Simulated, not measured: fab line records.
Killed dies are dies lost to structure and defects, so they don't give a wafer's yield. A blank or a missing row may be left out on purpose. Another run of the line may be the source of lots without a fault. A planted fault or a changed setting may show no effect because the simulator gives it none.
Lot-split experiment    flow n5_finfet    7 lots, 21 wafers read, on a route of 1938 steps

## THE SPLIT
At N5_HKMG_FIN_ETCH_54 (etches SiARC in CF4, target depth 45.5 nm, time 75.8 s), the setting source_w was moved away from the recipe's 545 W on 7 of the 21 wafers read, by -17.2% to +16.3%. For the rest of the wafers, this setting stayed at what the recipe calls for.

The reading is taken at the split's own step.

## THE READING
rf_vpp_V, in V, at N5_HKMG_FIN_ETCH_54 (etches SiARC in CF4, target depth 45.5 nm, time 75.8 s). A value of 184.5 V with a standard deviation of 1.2 V is what fault-free wafers of this fab line usually give.

wafer   tool, chamber at the split  source_w as run, W  against the recipe  rf_vpp_V, V  against lot-mates on the recipe
L076.1  rie_diel-05, 2              545                 recipe              183.5        -
L076.3  rie_diel-05, 0              583                 +7.0%               180.4        -3.9
L076.6  rie_diel-05, 1              545                 recipe              185.2        -
L077.1  rie_diel-06, 0              519.5               -4.7%               188.4        +5.1
L077.2  rie_diel-06, 3              545                 recipe              183.2        -
L077.6  rie_diel-06, 1              545                 recipe              183.5        -
L081.1  rie_diel-06, 1              545                 recipe              181.7        -
L081.2  rie_diel-06, 2              545                 recipe              186.1        -
L081.3  rie_diel-06, 3              545                 recipe              186.4        -
L084.2  rie_diel-06, 3              545                 recipe              184.4        -
L084.4  rie_diel-06, 0              453.5               -16.8%              196.8        +12.4
L084.6  rie_diel-06, 0              453.5               -16.8%              197.9        +13.5
L085.1  rie_diel-06, 2              545                 recipe              185.7        -
L085.2  rie_diel-06, 3              545                 recipe              186.7        -
L085.5  rie_diel-06, 1              634                 +16.3%              174.2        -12.0
L088.1  rie_diel-06, 1              545                 recipe              183.8        -
L088.5  rie_diel-06, 1              545                 recipe              182.8        -
L088.6  rie_diel-06, 0              545                 recipe              184.1        -
L094.1  rie_diel-06, 0              451.1               -17.2%              200.2        +16.5
L094.3  rie_diel-06, 3              545                 recipe              183.7        -
L094.6  rie_diel-06, 3              451.1               -17.2%              197.2        +13.5

THE FIT
A straight line over all 21 wafers: rf_vpp_V changes by -0.753 V for each +1% of source_w; r = -0.97; the points scatter about the line by 1.5 V.
The same after taking each lot's own level away (the mean of its wafers on the recipe; 21 wafers): -0.793 V for each +1%; r = -0.98; scatter 1.2 V.
According to that fit, moving source_w by its largest amount changes the reading by 14 V.
The lots' own levels span 183.35 to 186.20 V, that is 2.4 times the standard deviation above.
So the lot-to-lot level changes the slope little: the two slopes agree.
Check: with one of the wafers moved furthest among these (-17.2%) left out of the fit, the line predicts +13.3 V for it against its lot-mates. Against them it came out at +16.5 V.
Tool readings at the split's step, against how far the setting was moved: etch_rf_on_time_s r = -0.97; rf_vpp_V r = -0.97.

## THESE WAFERS: OTHER SPLITS
These wafers also went through other splits before the reading. Each is held against what the fit with the lots' levels taken away leaves over:
other split on the same wafers          wafers away from the commonest value  r with rf_vpp_V (lot level and that fit taken away)
N5_SD_EPI_P_PEB_07 peb_time_s           9                                     +0.03
N5_SD_EPI_P_ETCHBACK_46 over_etch_frac  7                                     -0.13

## THE WHOLE CHAIN: every reading that the file lists as answering this split, in the file's order
step                 what it does                                            reading            change (the file's fit)               r (the file's)
N5_HKMG_FIN_ETCH_54  etches SiARC in CF4, target depth 45.5 nm, time 75.8 s  etch_rf_on_time_s  withheld for each +1% of the setting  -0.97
N5_HKMG_FIN_ETCH_54  etches SiARC in CF4, target depth 45.5 nm, time 75.8 s  rf_vpp_V           -0.786 V for each +1% of the setting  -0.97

## THE FILE'S OWN FIT
rf_vpp_V changes by -0.786 V for each +1% of source_w, r = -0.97.
